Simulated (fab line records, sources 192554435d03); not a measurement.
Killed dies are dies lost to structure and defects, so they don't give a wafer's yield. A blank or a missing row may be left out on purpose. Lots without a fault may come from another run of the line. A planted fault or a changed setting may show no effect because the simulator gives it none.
Split-lot experiment | flow n5_finfet | 7 lots, 21 wafers read, on a route of 1938 steps

THE SPLIT
At N5_BEOL_M0_SAQP_HM_DEP_111 (deposits SiO2 from SiH4/N2O, target thk 12 nm, time 7.2 s), the setting time_s was moved away from the recipe's 7.2 s on 3 of the 21 wafers read, by -10.3% to +13.6%. The other wafers ran this setting at the recipe's value.

FROM THE SPLIT TO THE READING: what the file shows between them, 4 steps
- N5_BEOL_M0_SAQP_COAT_81: time 60 s, resist thk 100 nm
- N5_BEOL_M0_SAQP_COAT_82: time 60 s, resist thk 30 nm
- N5_BEOL_M0_SAQP_ETCH_84: etches SOC in N2/H2, target depth 100 nm, overetch 20 nm, time 150 s
- N5_BEOL_M0_SAQP_STRIP_80: strips in N2/H2

THE READING
etch.depth_nm (the simulator's own value, which no gauge read), in nm, at N5_BEOL_M0_SAQP_HM_OPEN_112 (chemistry CHF3/O2, target SiO2, stops on a-Si, target depth 12 nm, time 13.5 s). The file gives no usual value for it. The 18 wafers here that ran the recipe average 12.03 nm, standard deviation 0.15 nm.

wafer  | tool, chamber at the split | time_s as run, s | against the recipe | etch.depth_nm, nm | against lot-mates on the recipe
L076.1 | pecvd-01, 0,1              | 7.2              | recipe             | 11.91             | -
L076.3 | pecvd-01, 1                | 7.2              | recipe             | 11.83             | -
L076.5 | pecvd-01, 0,1              | 7.2              | recipe             | 11.95             | -
L088.2 | pecvd-04, 1,2,0            | 7.2              | recipe             | 11.94             | -
L088.3 | pecvd-04, 1,2,0            | 7.2              | recipe             | 12.08             | -
L088.4 | pecvd-04, 1,2,0            | 7.2              | recipe             | 12.05             | -
L089.2 | pecvd-04, 0,1              | 7.2              | recipe             | 12.07             | -
L089.3 | pecvd-04, 2                | 8.18             | +13.6%             | 13.63             | +1.57
L089.4 | pecvd-04, 0,1              | 7.2              | recipe             | 12.05             | -
L091.1 | pecvd-02, 2,1,0            | 7.2              | recipe             | 12.06             | -
L091.4 | pecvd-02, 2,1,0            | 7.2              | recipe             | 12.02             | -
L091.6 | pecvd-02, 2,1,0            | 7.2              | recipe             | 12                | -
L092.1 | pecvd-02, 2,1              | 7.2              | recipe             | 12.4              | -
L092.3 | pecvd-02, 1                | 7.2              | recipe             | 12.09             | -
L092.6 | pecvd-02, 2,1              | 7.2              | recipe             | 12.3              | -
L095.1 | pecvd-02, 1                | 7.2              | recipe             | 11.7              | -
L095.4 | pecvd-02, 0                | 7.2              | recipe             | 11.97             | -
L095.6 | pecvd-02, 2                | 7.2              | recipe             | 12.11             | -
L096.1 | pecvd-02, 2                | 7.2              | recipe             | 12.02             | -
L096.3 | pecvd-02, 0                | 6.46             | -10.3%             | 10.66             | -1.36
L096.4 | pecvd-02, 2                | 6.46             | -10.3%             | 10.93             | -1.09
Where a row lists several chambers, the file gives one row for several wafers and doesn't say which wafer went through which chamber.

THE FIT
A straight line over all 21 wafers: etch.depth_nm changes by +0.119 nm for each +1% of time_s; r = +0.96; the points scatter about the line by 0.15 nm.
The same after taking each lot's own level away (the mean of its wafers on the recipe; 21 wafers): +0.117 nm for each +1%; r = +0.98; scatter 0.1 nm.
On that fit, the largest move of time_s shifts the reading by 1.6 nm.
The lots' own levels span 11.897 to 12.263 nm, that is 2.4 times the standard deviation above.
So the lot-to-lot level changes the slope little: the two slopes agree.
Check: with one of the wafers moved furthest among these (+13.6%) left out of the fit, the line predicts +1.62 nm for it against its lot-mates. It came out at +1.57 nm against them.

THE WHOLE CHAIN: every reading that the file lists as answering this split, in the file's order
step                        | what it does                                                                   | reading                                                                                 | change (the file's fit)               | r (the file's)
N5_BEOL_M0_SAQP_HM_DEP_111  | deposits SiO2 from SiH4/N2O, target thk 12 nm, time 7.2 s                      | SiO2_of_BEOL_M0_SAQP_HM_DEP_111.thk_nm (the simulator's own value, which no gauge read) | +0.117 nm for each +1% of the setting | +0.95
N5_BEOL_M0_SAQP_HM_OPEN_112 | chemistry CHF3/O2, target SiO2, stops on a-Si, target depth 12 nm, time 13.5 s | etch.depth_nm (the simulator's own value, which no gauge read)                          | +0.117 nm for each +1% of the setting | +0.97

THE FILE'S OWN FIT
etch.depth_nm changes by +0.117 nm for each +1% of time_s, r = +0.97.
